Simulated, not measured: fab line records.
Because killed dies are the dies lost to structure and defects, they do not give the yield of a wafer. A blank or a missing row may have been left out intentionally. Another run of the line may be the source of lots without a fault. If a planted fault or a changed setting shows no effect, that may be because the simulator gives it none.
Matching of chambers | flow nand harc | NHARC_A_WL_FILL_STRIP_29 on rie diel-12 has 4 sister chambers
The step strips in O2, time 20 s. 18 wafers are shown with their chamber, then 9 later ones without.

## WAFERS, EACH WITH ITS CHAMBER
wafer  | chamber | rf vpp V (V) | throttle valve pct (%) | oes product au (a.u.)
L074.1 | 2       | 57.3         | 17.040                 | 0.996
L074.3 | 1       | 58.1         | 17.038                 | 1.001
L074.4 | 0       | 58.4         | 17.044                 | 0.992
L077.1 | 0       | 58.1         | 17.039                 | 1.004
L077.2 | 1       | 58.4         | 17.036                 | 1.003
L077.3 | 3       | 58.4         | 17.040                 | 1.010
L078.4 | 3       | 58.8         | 17.051                 | 1.004
L078.5 | 1       | 58.1         | 17.027                 | 1.002
L078.6 | 0       | 58.5         | 17.023                 | 1.009
L079.1 | 1       | 58.6         | 17.023                 | 0.994
L079.4 | 2       | 58.3         | 17.028                 | 1.001
L079.6 | 3       | 57.7         | 17.034                 | 0.996
L081.3 | 0       | 58.2         | 17.044                 | 1.003
L081.4 | 2       | 58.8         | 17.030                 | 1.010
L081.5 | 2       | 57.5         | 17.035                 | 1.015
L083.3 | 2       | 57.9         | 17.051                 | 0.996
L083.5 | 0       | 57.0         | 17.040                 | 1.006
L083.6 | 1       | 59.5         | 17.039                 | 1.009

SIGNATURES (averages over the wafers above)
reading            | chamber 0 | chamber 1 | chamber 2 | chamber 3 | scatter within a chamber
rf vpp V           | 58.040    | 58.540    | 57.960    | 58.300    | 0.59
throttle valve pct | 17.03800  | 17.03260  | 17.03680  | 17.04167  | 0.00843
oes product au     | 1.00280   | 1.00180   | 1.00360   | 1.00333   | 0.00694
Rule: a wafer's distance from a chamber is the root of the sum, over the readings, of the square of ((its reading less the chamber's mean) divided by the reading's scatter). The wafer belongs to the nearest chamber; if the next one is less than 2 further off, it can't be placed. The scatter: the root of (the sum of the squares of (reading less its chamber's mean) over the shown wafers, divided by (wafers less chambers)).

## WAFERS WITH NO CHAMBER GIVEN
wafer  | rf vpp V (V) | throttle valve pct (%) | oes product au (a.u.)
L086.1 | 58.0         | 17.046                 | 1.003
L086.4 | 55.7         | 17.037                 | 0.996
L086.5 | 58.0         | 17.036                 | 0.988
L095.2 | 58.1         | 17.058                 | 1.016
L095.4 | 59.4         | 17.053                 | 0.999
L095.6 | 57.3         | 17.022                 | 1.004
L097.1 | 57.3         | 17.054                 | 1.002
L097.4 | 56.8         | 17.030                 | 1.004
L097.5 | 58.0         | 17.021                 | 1.002

## THE CHAMBER EACH PASSED THROUGH
wafer  | from the rows above               | in truth
L086.1 | can't be placed: 3 or 0 or 2 or 1 | 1
L086.4 | can't be placed: 2 or 0 or 3 or 1 | 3
L086.5 | can't be placed: 0 or 1 or 2 or 3 | 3
L095.2 | can't be placed: 3 or 0 or 2 or 1 | 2
L095.4 | can't be placed: 3 or 1 or 0 or 2 | 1
L095.6 | can't be placed: 2 or 0 or 1 or 3 | 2
L097.1 | can't be placed: 3 or 0 or 2 or 1 | 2
L097.4 | can't be placed: 2 or 0 or 3 or 1 | 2
L097.5 | can't be placed: 1 or 2 or 0 or 3 | 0
Placed correctly: 0 of 9. Can't be placed from these rows: 9 (the true chamber is among the candidates in 9). 0 placed wrongly.
